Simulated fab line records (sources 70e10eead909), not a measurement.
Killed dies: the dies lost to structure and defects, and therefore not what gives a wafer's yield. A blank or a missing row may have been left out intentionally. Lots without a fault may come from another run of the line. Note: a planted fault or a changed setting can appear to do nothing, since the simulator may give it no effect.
Comparing a struck lot with a sound one | flow nand_harc | 37 steps out of a route of 1302
Sound: these wafers, L102.4, L102.5, L102.6. Wafers struck: L993.2, L993.4, L993.6. Last of all comes the cause.
Order at every step that has rows: each side's tool, ch and its chambers, its first start. Under that, the readings that differ: sound wafers | struck wafers | difference of the means | sigmas: that difference in standard deviations of wafers without a fault.
alike: same words and numbers on both sides, and readings whose means sit less than 2 such deviations apart. not compared: any withheld reading, any reading some wafer has no value for, any bound like >300 that may hide the same value, and any number with overlapping values for which the record gives no deviation.
A row with sigmas, a row that says differs or no value, or rows on one side alone: a step with any of these is where the two part. Numbers that don't overlap but have no deviation are shown without sigmas and don't part them. A reading that every wafer of one side lacks parts them only if that side has two wafers or more.

first, 7 steps without rows for these wafers: NHARC_A_CHANNEL_HOLE_D2_COAT_37 (time 65 s); NHARC_A_CHANNEL_HOLE_D2_COAT_04 (resist thk 90 nm); NHARC_A_CHANNEL_HOLE_D2_SOFTBAKE_05 (time 55 s); NHARC_A_CHANNEL_HOLE_D2_EBR_06; NHARC_A_CHANNEL_HOLE_D2_EXPOSE_07 (exposes mask HOLE D2, target cd 100 nm); NHARC_A_CHANNEL_HOLE_D2_PEB_08 (peb time 65 s); NHARC_A_CHANNEL_HOLE_D2_DEVELOP_09 (develop time 35 s).
NHARC_A_CHANNEL_HOLE_D2_CD_MEAS_10: the cd target is 100 nm.
  sound on cd_sem-03 ch 0, day 21 12:23; struck on cd_sem-01 ch 0, day 17 20:33
  alike: cd_nm
NHARC_A_CHANNEL_HOLE_D2_OVL_MEAS_11:
  struck on overlay-02, day 17 20:38; sound on overlay-01, day 21 12:29
  reading           | sound          | struck       | difference | sigmas
  overlay_y_nm (nm) | -1.9 -1.9 -1.0 | -0.2 0.4 0.0 | +1.7       | +2
  alike: overlay_x_nm
NHARC_A_CHANNEL_HOLE_D2_INSPECT_12:
  struck on defect_inspect-01, day 17 20:40; sound on defect_inspect-02, day 21 12:31
  alike: raw_defect_count
then, 2 steps without rows for these wafers: NHARC_A_CHANNEL_HOLE_D2_DESCUM_15 (chemistry O2, time 3 s); NHARC_A_CHANNEL_HOLE_D2_ETCH_38 (etches the open film in CF4, target depth 39 nm, time 65 s).
NHARC_A_CHANNEL_HOLE_D2_ETCH_39: etches the open film in N2/H2, target depth 260 nm, time 325 s.
  sound on rie_diel-13 ch 1,2, day 21 12:46; struck on rie_diel-13 ch 0,2,3, day 17 20:58
  alike: drypump_motor_current_A, oes_product_au, rf_vpp_V, showerhead_plenum_p_Torr, throttle_valve_pct
  not compared: rf_hours_counter_h
NHARC_A_CHANNEL_HOLE_D2_ETCH_34: etches the open film in CF4/CHF3, target depth 154 nm, time 77 s.
  sound on rie_diel-13 ch 0,2,3; struck on rie_diel-13 ch 0,2,3
  alike: cf4_flow_sccm, drypump_motor_current_A, oes_product_au, rf_vpp_V, showerhead_plenum_p_Torr, throttle_valve_pct
  not compared: rf_hours_counter_h
then, 1 step without rows for these wafers: NHARC_A_CHANNEL_HOLE_D2_ETCH_16 (etches the open film in O2/COS, target depth 3100 nm, time 806 s).
NHARC_A_CHANNEL_HOLE_D2_CD_MEAS_18:
  struck on cd_sem-03, day 17 21:50; sound on cd_sem-02, day 21 13:41
  alike: cd_nm
then, 1 step without rows for these wafers: NHARC_A_CHANNEL_HOLE_D2_ETCH_19 (etches the open film in C4F8/O2/Ar, time 34.5 s).
NHARC_A_CHANNEL_HOLE_D2_ETCH_20: etches the open film in C4F8/O2/Ar, time 361.9 s, target depth 1600 nm.
  sound on har_etch-01 ch 0,1, day 21 13:58; struck on har_etch-01 ch 0,1, day 18 00:01
  alike: drypump_motor_current_A, showerhead_plenum_p_Torr, temp_c, throttle_valve_pct
  not compared: rf_hours_counter_h
then, 2 steps without rows for these wafers: NHARC_A_CHANNEL_HOLE_D2_ETCH_21 (etches the open film in C4F8/O2/Ar, time 514.3 s, target depth 1600 nm); NHARC_A_CHANNEL_HOLE_D2_ETCH_22 (etches the open film in C4F8/O2/Ar, time 666.7 s, target depth 1600 nm).
NHARC_A_CHANNEL_HOLE_D2_ETCH_23: etches the open film in C4F8/O2/Ar, time 819 s, target depth 1600 nm.
  sound on har_etch-01 ch 0,1, day 21 15:26; struck on har_etch-01 ch 0,1, day 18 01:23
  alike: drypump_motor_current_A, showerhead_plenum_p_Torr, temp_c, throttle_valve_pct
  not compared: rf_hours_counter_h
then, 2 steps without rows for these wafers: NHARC_A_CHANNEL_HOLE_D2_ETCH_24 (etches the open film in C4F8/O2/Ar, time 906.2 s, target depth 1500 nm); NHARC_A_CHANNEL_HOLE_D2_ETCH_25 (etches the open film in C4F8/O2/Ar, time 1040.2 s, target depth 1500 nm).
NHARC_A_CHANNEL_HOLE_D2_ETCH_26: etches the open film in C4F8/O2/Ar, time 224.1 s, target depth 300 nm.
  sound on har_etch-01 ch 0,1, day 21 17:36; struck on har_etch-01 ch 0,1, day 18 03:39
  alike: drypump_motor_current_A, showerhead_plenum_p_Torr, temp_c, throttle_valve_pct
  not compared: rf_hours_counter_h
then, 8 steps without rows for these wafers: NHARC_A_CHANNEL_HOLE_D2_ETCH_27 (etches the open film in C4F8/O2/Ar, time 90 s, target depth 400 nm); NHARC_A_CHANNEL_HOLE_D2_STRIP_41 (strips in N2/H2); NHARC_A_CHANNEL_HOLE_D2_STRIP_42 (strips in CF4/CHF3); NHARC_A_CHANNEL_HOLE_D2_STRIP_43 (strips in O2/COS); NHARC_A_CHANNEL_HOLE_D2_ETCH_44 (etches the open film in CF4/O2, target depth 140 nm, overetch 14 nm, time 77 s); NHARC_A_CHANNEL_HOLE_D2_STRIP_28 (strips in O2); NHARC_A_CHANNEL_HOLE_D2_PRECLEAN_29 (cleans in SC1); NHARC_A_CHANNEL_HOLE_D2_SRD_30.
NHARC_A_CHANNEL_HOLE_D2_CD_MEAS_31:
  struck on cd_sem-03, day 18 05:22; sound on cd_sem-01, day 21 19:17
  alike: cd_nm
NHARC_A_CHANNEL_HOLE_D2_XSEM_32:
  sound on xsem-01 ch 0, day 21 19:22; struck on xsem-01 ch 0, day 18 05:27
  alike: bot_cd_nm, bow_nm, tilt_deg
NHARC_A_CHANNEL_HOLE_D2_INSPECT_40:
  struck on defect_inspect-02, day 18 05:32; sound on defect_inspect-02, day 21 19:28
  reading          | sound       | struck         | difference | sigmas
  raw_defect_count | 259 220 219 | 1103 1046 1161 | +871       | +11
then, 1 step without rows for these wafers: NHARC_A_CHANNEL_FILL_D2_PRECLEAN_00 (cleans in SC1).
-- the record jumps here: 11 days lie between the struck wafers' starts before and after (it left off in module A_CHANNEL_FILL_D2 and takes up again in module END, whose first step shown is number 1302 of the route) --
NHARC_END_SORT_01:
  here the record holds rows for the struck wafers (prober-02 ch 0, day 29 01:01) but none for the sound ones

== WHERE THEY PART ==
Earliest at NHARC_A_CHANNEL_HOLE_D2_OVL_MEAS_11; latest, in this record, at NHARC_END_SORT_01.

WHY: what had been put in by the simulator
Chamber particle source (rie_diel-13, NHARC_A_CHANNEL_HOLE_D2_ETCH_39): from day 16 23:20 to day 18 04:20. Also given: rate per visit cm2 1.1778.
